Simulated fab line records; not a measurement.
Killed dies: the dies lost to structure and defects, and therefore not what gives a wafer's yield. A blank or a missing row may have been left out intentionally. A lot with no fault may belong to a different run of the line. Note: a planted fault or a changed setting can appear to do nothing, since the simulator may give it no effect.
fab line records ; flow n5Finfet
record lots=4; wafers=12; lastDay=16
route steps=1938 shown HKMG_FIN@456 GATE_CUT@465 PASSIVATION@1936
lots untouched by any fault: they come from a run of this same line in which no faults occurred
startH: start of the lot's first displayed wafer, in hours after the record's first day ; waitH: hours elapsed since this lot's preceding step ; " repeats the value in the row above ; L1.1+2: one row covering several wafers at once ; - no value present, or no start provided ; * or withheld: withheld ; < > ~ a bound
route shown NAME@n: a module of which the file shows steps, and the number in the route of the first ; usual: mean/standard deviation of fault-free wafers ; same: alike in all rows ; chamber/n: place in a boat ; sites: the reading at each site ; _std_site: standard deviation across them ; _edge_site: the outer-site mean with the inner-site mean subtracted ; radiusMm: how far each site lies from the wafer's centre ; mask NAME#n: copy n ; behind: tool/chamber where the wafer was last shaped ; hold: cause of the lot's hold/its duration in hours/its outcome ; device: names the non-switching transistor (n, p or np) ; end of line: the tests these same wafers got at the end of their route ; step lacking rows: just its recipe ; killed: dies that structure and defects cost at the first sort, which is not the same as the wafer's yield ; map: a wafer's dies, marking killed ones x, the rest . and places with no die _
set.NAME: setting as actually run; set.NAME@STEP: the setting as run at that earlier step ; model.NAME: the simulator's own value behind a step, which no gauge read
a table for each step, a row for each wafer; lots at some steps of the route
services: when a tool's chamber went out of use (startH, in hours from the record's first day, below 0 if earlier), for how many hours, and the reason
## steps
# step N5_HKMG_FIN_ALD_21
# recipe material=TiN; targetThkA=15; tempC=400; aldPrecursorFamily=TiCl4; aldCoReactant=NH3; pulseTimeS=1; purgeTimeS=3; coReactantPurgeTimeS=2; coReactantPulseTimeS=2; aldCycles=68; pressureTorr=3
# step N5_HKMG_FIN_ALD_72
# recipe material=W; targetThkA=20; tempC=300; pressureTorr=7.5; aldPrecursorFamily=WF6; aldCoReactant=B2H6; pulseTimeS=1; purgeTimeS=2; coReactantPurgeTimeS=2; coReactantPulseTimeS=3; aldCycles=7
# step N5_HKMG_FIN_W_FILL_22
# recipe material=W; targetThkA=600; tempC=400; pressureTorr=39.4; timeS=18.2
# step N5_HKMG_FIN_PRECLEAN_83
# recipe chemistry=DIW; timeS=57.5; tempC=23
# step N5_HKMG_FIN_SRD_84
# recipe dryTimeS=32; dry=n2Spin; spinRpm=1500
# step N5_HKMG_FIN_CMP_23
# recipe stopOn=SiNx; tOverpolishS=10; postCmpClean=rinseOnly; downForcePsi=4; platenRpm=50.289; padVelocityMS=1.0006; targetThkNm=46.326
# step N5_HKMG_FIN_CMP_94
# recipe stopOn=SiNx; postCmpClean=wDiluteNh4oh; tOverpolishS=4.7; downForcePsi=4; platenRpm=50.289; padVelocityMS=1.0006; targetThkNm=43.299
# step N5_GATE_CUT_ETCHBACK_00
# recipe chemistry=SF6/Cl2; target=W; pressureMtorr=8; icpW=900; biasW=80; SF6_flow_sccm=40; Cl2_flow_sccm=60
# step N5_GATE_CUT_ETCH_56
# recipe chemistry=Cl2/Ar; target=TiN; targetDepthA=216; pressureMtorr=10; icpW=600; biasW=60; Cl2_flow_sccm=40; Ar_flow_sccm=60
# step N5_GATE_CUT_ETCHBACK_30
# recipe chemistry=Cl2/Ar; target=TiN; targetDepthA=30; mode=isotropic; pressureMtorr=10; icpW=600; biasW=60; Cl2_flow_sccm=40; Ar_flow_sccm=60
# step N5_GATE_CUT_VAPOR_ETCH_60
# recipe chemistry=BCl3/Cl2; target=HfO2; mode=isotropic
# usual drypumpMotorCurrentA=5.8/0.43; oesProductAu=0.79/0.083
lot.wafer;tool;chamber;startH;waitH;drypumpMotorCurrentA;oesProductAu
L925.1;rieMetal-02;0;94.52;0.1;5.2;0.80
L925.2;rieMetal-02;0;94.52;0.1;5.2;0.81
L925.6;rieMetal-02;0;94.52;0.1;5.2;0.81
L929.1;rieMetal-02;1;120.34;0.0;5.8;0.94
L929.3;rieMetal-02;0;120.34;0.0;5.2;0.80
L929.5;rieMetal-02;1;120.34;0.0;5.8;0.95
L931.2;rieMetal-02;0;130.33;0.0;5.2;0.79
L931.3;rieMetal-02;0;130.33;0.0;5.2;0.79
L931.6;rieMetal-02;1;130.33;0.0;5.7;0.95
L938.3;rieMetal-03;1;169.93;0.0;6.0;0.77
L938.5;rieMetal-03;0;169.93;0.0;6.4;0.67
L938.6;rieMetal-03;1;169.93;0.0;6.0;0.77
# step N5_GATE_CUT_ETCH_58
# recipe chemistry=CH3F/O2; target=SiNx; targetDepthA=170; timeS=128.6; ionEnergyEv=50; pressureMtorr=30; sourceW=415; biasW=21; Ar_flow_sccm=150; CH3F_flow_sccm=30; O2_flow_sccm=20
# step N5_GATE_CUT_STRIP_59
# recipe chemistry=N2/H2; timeS=20; powerW=100; tempC=40; pressureMtorr=100; rfFrequencyHz=6e+07; biasPowerW=3; n2FlowSccm=300; h2FlowSccm=300
# step N5_GATE_CUT_PRECLEAN_31
# recipe tempC=23; chemistry=DIW; timeS=300
# step N5_GATE_CUT_SRD_32
# recipe timeS=30; tempC=23; rinseLiquid=diw; dry=ipaMarangoni
# step N5_GATE_CUT_SAC_CAP_01
# recipe material=SiNx; targetThkA=240; tempC=400; aldPrecursorFamily=SiH2I2; aldCoReactant=N2/H2-plasma; pulseTimeS=1; aldCycles=480; purgeTimeS=2; coReactantPurgeTimeS=2; pressureTorr=2
# step N5_GATE_CUT_PECVD_57
# recipe material=SiNx; targetThkA=210; tempC=400; precursor=SiH4/NH3/N2; pressureTorr=1.5; rfW=300
# step N5_GATE_CUT_CMP_02
# recipe stopOn=SiO2; tOverpolishS=12.7; postCmpClean=alkalineBrush; downForcePsi=2.5; platenRpm=51.8; padVelocityMS=1.0307; targetThkNm=0
# step N5_GATE_CUT_HM_DEP_46
# recipe material=SiO2; targetThkA=1300; tempC=400; precursor=TEOS/O2; pressureTorr=6.5; rfW=900; teosFlowSccm=161.4; gas=O2; flowSccm=2650; timeS=26.6
# step N5_GATE_CUT_COAT_34
# recipe resist=SOC; tempC=250; timeS=60; spinRpm=1500; resistThkNm=60
# step N5_GATE_CUT_COAT_35
# recipe resist=SiARC; tempC=220; timeS=60; spinRpm=1500; resistThkNm=10
# step N5_GATE_CUT_COAT_27
# recipe resist=underlayer; tempC=205; timeS=60; spinRpm=1500; resistThkNm=10
# step N5_GATE_CUT_COAT_07
# recipe resist=CAR-EUV; spinRpm=1500; resistThkNm=30
# step N5_GATE_CUT_EBR_09
# recipe solvent=PGMEA; ebrWidthMm=1.5
# step N5_GATE_CUT_SOFTBAKE_08
# recipe tempC=110; timeS=60; resist=CAR-EUV
# step N5_GATE_CUT_EXPOSE_10
# recipe maskId=GATE_CUT; na=0.33; sourceShape=annular; sigmaInner=0.35; sigmaOuter=0.8; polarization=unpolarized; targetCdNm=20; doseMj=43.25
# step N5_GATE_CUT_PEB_11
# recipe pebTempC=100; pebTimeS=60; resist=CAR-EUV
# step N5_GATE_CUT_DEVELOP_12
# recipe developTimeS=30; developer=TMAH; resist=CAR-EUV; rinseLiquid=surfactantRinse; dry=airSpin; devTempC=23
# step N5_GATE_CUT_DESCUM_18
# recipe chemistry=O2; timeS=7; sourcePowerW=50; biasPowerW=20; pressureMtorr=20; rfFrequencyHz=2.712e+07; tempC=40; resist=CAR-EUV; o2FlowSccm=225
# step N5_GATE_CUT_ETCH_28
# recipe chemistry=N2/H2; target=underlayer; targetDepthA=130; maskMaterial=CAR-EUV; timeS=10.4; ionEnergyEv=200; pressureMtorr=30; sourceW=840; biasW=150; n2FlowSccm=200; h2FlowSccm=200; ends=cleared
# step N5_GATE_CUT_ETCH_36
# recipe chemistry=CF4; target=SiARC; targetDepthA=130; maskMaterial=CAR-EUV; timeS=21.7; ionEnergyEv=80; pressureMtorr=40; sourceW=545; biasW=36; Ar_flow_sccm=100; cf4FlowSccm=100; ends=cleared
# step N5_GATE_CUT_ETCH_37
# recipe chemistry=N2/H2; target=SOC; targetDepthA=600; overetchA=120; maskMaterial=SiARC; tempC=40; timeS=90; ionEnergyEv=200; pressureMtorr=30; sourceW=840; biasW=150; n2FlowSccm=200; h2FlowSccm=200
# step N5_GATE_CUT_STRIP_38
# recipe chemistry=N2/H2; tempC=40; n2FlowSccm=200; h2FlowSccm=200; rfFrequencyHz=6e+07
# step N5_GATE_CUT_STRIP_39
# recipe chemistry=N2/H2; tempC=40; n2FlowSccm=200; h2FlowSccm=200; rfFrequencyHz=6e+07
# step N5_GATE_CUT_HM_OPEN_40
# recipe chemistry=C4F6/O2; target=SiO2; maskMaterial=SiARC; targetDepthA=1390; timeS=85.1; ionEnergyEv=250; pressureMtorr=30; sourceW=345; biasW=185; Ar_flow_sccm=300; C4F6_flow_sccm=10; O2_flow_sccm=10; ends=cleared
# step N5_GATE_CUT_STRIP_41
# recipe chemistry=CF4; resist=SiARC; powerW=300; biasPowerW=75; pressureMtorr=50; cf4FlowSccm=150; rfFrequencyHz=6e+07
# step N5_PASSIVATION_PROBE_49
# usual defectLimitedYield=91.4/1.5; killed_at_M0_to_M3=32/9.8; killed_at_M4_up=15/5.6; killedAtContacts=12/5.4; killedAtFrontEnd=40/13; killedAtOther=3.0/2.1; killedDies=102/17; killedOnRim=14/4.4; killedOpen=67/13; killedShort=32/7.1; sort_bin_5_function=5.1/0.96; sort_bin_6_memory=3.2/0.7; sortNPass=1078/18; sortYieldPct=91.3/1.5
# same grossDies=1180; killedAtBackSide=0; sort_bin_4_leakage[%]=0; sort_bin_8_speed[%]=0
lot.wafer;tool;chamber;startH;waitH;defectLimitedYield[%];killed_at_M0_to_M3;killed_at_M4_up;killedAtContacts;killedAtFrontEnd;killedAtOther;killedDies;killedOnRim;killedOpen;killedShort;sort_bin_5_function[%];sort_bin_6_memory[%];sortNPass;sortYieldPct[%]
L929.1;prober-02;-;310.33;0.0;84.9;56;12;11;99;0;178;34;81;37;8.5;4.8;1002;84.9
L929.3;prober-02;-;310.43;0.1;81.7;33;8;19;153;3;216;22;66;36;11.5;3.8;964;81.7
L929.5;prober-02;-;310.53;0.2;84.6;33;21;16;110;2;182;34;77;35;10.1;3.6;998;84.6
L931.2;prober-02;-;322.30;0.1;84.1;22;10;4;149;3;188;23;46;23;9.8;3.0;992;84.1
L931.3;prober-02;-;322.35;0.1;83.9;15;18;8;144;5;190;24;52;20;9.6;4.3;990;83.9
L931.6;prober-02;-;322.50;0.3;89.7;16;14;5;87;0;122;24;36;19;6.4;2.5;1058;89.7
# killed by level:class
L929.1 GATE_CUT:unspecified=60 STI_FIN_REVEAL:geometricParticle:open=22 BEOL_M3:geometricParticle:open=17 BEOL_M0_SAQP:geometricParticle:open=11 BEOL_M0_SAQP:geometricParticle:short=11 MOL_CONTACT_COAG:geometricParticle:open=8 FIN_SAQP:geometricParticle:short=7 BEOL_M4:geometricParticle:open=6
L929.3 GATE_CUT:unspecified=114 MOL_CONTACT_COAG:geometricParticle:open=14 STI_FIN_REVEAL:geometricParticle:open=11 FIN_SAQP:geometricParticle:short=8 BEOL_M1:geometricParticle:open=8 BEOL_M3:geometricParticle:open=6 MOL_CONTACT_COAG:geometricParticle:short=5 BEOL_M0_SAQP:geometricParticle:open=4
L929.5 GATE_CUT:unspecified=70 MOL_CONTACT_COAG:geometricParticle:open=13 BEOL_M1:geometricParticle:open=12 BEOL_M4:geometricParticle:short=12 FIN_SAQP:geometricParticle:open=11 FIN_SAQP:geometricParticle:short=9 STI_FIN_REVEAL:geometricParticle:open=9 BEOL_M3:geometricParticle:open=9
L931.2 GATE_CUT:unspecified=117 GATE_CUT:geometricParticle:short=8 BEOL_M1:geometricParticle:open=8 FIN_SAQP:geometricParticle:short=6 GATE_CUT:geometricParticle:open=5 BEOL_M5:geometricParticle:open=4 STI_FIN_REVEAL:geometricParticle:open=3 DUMMY_GATE:geometricParticle:open=3
L931.3 GATE_CUT:unspecified=117 BEOL_M4:geometricParticle:open=9 STI_FIN_REVEAL:geometricParticle:open=6 MOL_CONTACT_COAG:geometricParticle:open=6 STARTING-WAFER:geometricParticle:open=5 DUMMY_GATE:geometricParticle:open=4 BEOL_M0_SAQP:geometricParticle:open=4 BEOL_M0_SAQP:geometricParticle:short=4
L931.6 GATE_CUT:unspecified=66 GATE_CUT:geometricParticle:short=7 BEOL_M4:geometricParticle:open=5 BEOL_M2:geometricParticle:open=5 MOL_CONTACT_COAG:geometricParticle:open=4 BEOL_M1:geometricParticle:open=4 BEOL_M6:geometricParticle:open=4 STI_FIN_REVEAL:geometricParticle:open=3
# map L929.3 (x killed, . not)
_________________............________________
______________.x.x.............._____________
___________..xxx.x............xxxx.__________
__________............x.x....xxxxxxx_________
________..............x.x.xxxxxxxxxxx._______
_______...........x........xxxxxxxxxxxx______
______..........x........xxxxxxxxxxxxxxx_____
_____...................x.xxxxxxxxxxxxxx.____
____.............xx......xxxxxxxxxxxxxx...___
___..xx......x..x.x....x..x.xxxxxxxxxxxx...__
___..........x..x...........xxxxxxxxxx.....__
__.....................x...xx.xxxxx.xxxx...._
__.......x....x...............xxxx..x......._
_...........x.....x..........xx.x....x.......
_......x...x.x........x.x................x...
_...x....x.........................x.........
_......x.......................x...........x.
_..............x.............x....x.....x....
_.................x..........x.............x.
_....xx...xx.....x....x......x..x........x...
_x.................................x.x.......
__....x...............x..x.............x..x._
__x...x.......................x..x.........._
___...x.....x...........x.........x........__
___......................x...............x.__
____......................................___
_____..x...x................x.x..........____
______............x..x........x....x...._____
_______..........x.....................______
________.x...x........x.....x.x......._______
__________...................x..x..._________
___________..x...x...x.xx..........__________
______________..x..............._____________
_________________............________________
# map L931.3 (x killed, . not)
_________________............________________
______________..........x......x_____________
___________..............x.x..xxxx.__________
__________x.................xxxxxxxx_________
________...........x...x...xxxxxxxxxxx_______
_______x.................x.xxxxxxxxxxxx______
______x.........x........x..xxxxxxxxxxxx_____
_____...x................x.xxxxxxxxxxxx..____
____.......................xxxxxxxxxxxxx..___
___.......x...........x..x..xxxxxxxxxxxx...__
___......x...............x..xxxxxxxxxxx....__
__....x....................xx.xxxxx........._
__.......................x.xxx.xxxx.x..x...._
_..............x..x....x.....x..x.x.....x....
_........x...................x.x.............
_..x................x.............x.........x
_.x........x.............x....x.x.x..........
_x..........x.............x.x.......x......x.
_...............................x............
_....x.........x........x.x...........x......
_...........x....x...........................
__................x.x...x....x.............._
__............x............................x_
___........................................__
___x..................................x....__
____...................x.........x......x.___
_____....................................____
______x........x...x................x..x_____
_______.........xx.x...............x...______
________............xx...........x...._______
__________.........................._________
___________........................__________
______________.................._____________
_________________.x..........________________
## services
tool;chamber;startH;hours;kind
rieMetal-02;1;81.32;-;clean
rieMetal-02;1;81.32;18.7;scheduledDown
rieMetal-02;1;81.32;18.7;ventCycle
rieMetal-03;0;119.79;21.1;repair
## key
firstSign step=N5_PASSIVATION_PROBE_49; reading=killedAtFrontEnd; direction=up; sigmas=6.7; usual=40; struck=124
effect step=N5_PASSIVATION_PROBE_49; reading=defectLimitedYield; direction=down; sigmas=4.5; usual=91.4; struck=84.8
moreKillsBornAt N5_GATE_CUT_VAPOR_ETCH_60@rieMetal-02=543
metAt N5_GATE_CUT_VAPOR_ETCH_60
struckWafers L929.1,L929.3,L929.5,L931.2,L931.3,L931.6
onsetBetween 94.52 120.34
fault kind=chamberParticleSource; tool=rieMetal-02; chamber=-; onsetH=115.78; steps=N5_GATE_CUT_VAPOR_ETCH_60; ratePerVisitCm2=0.96734; endH=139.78
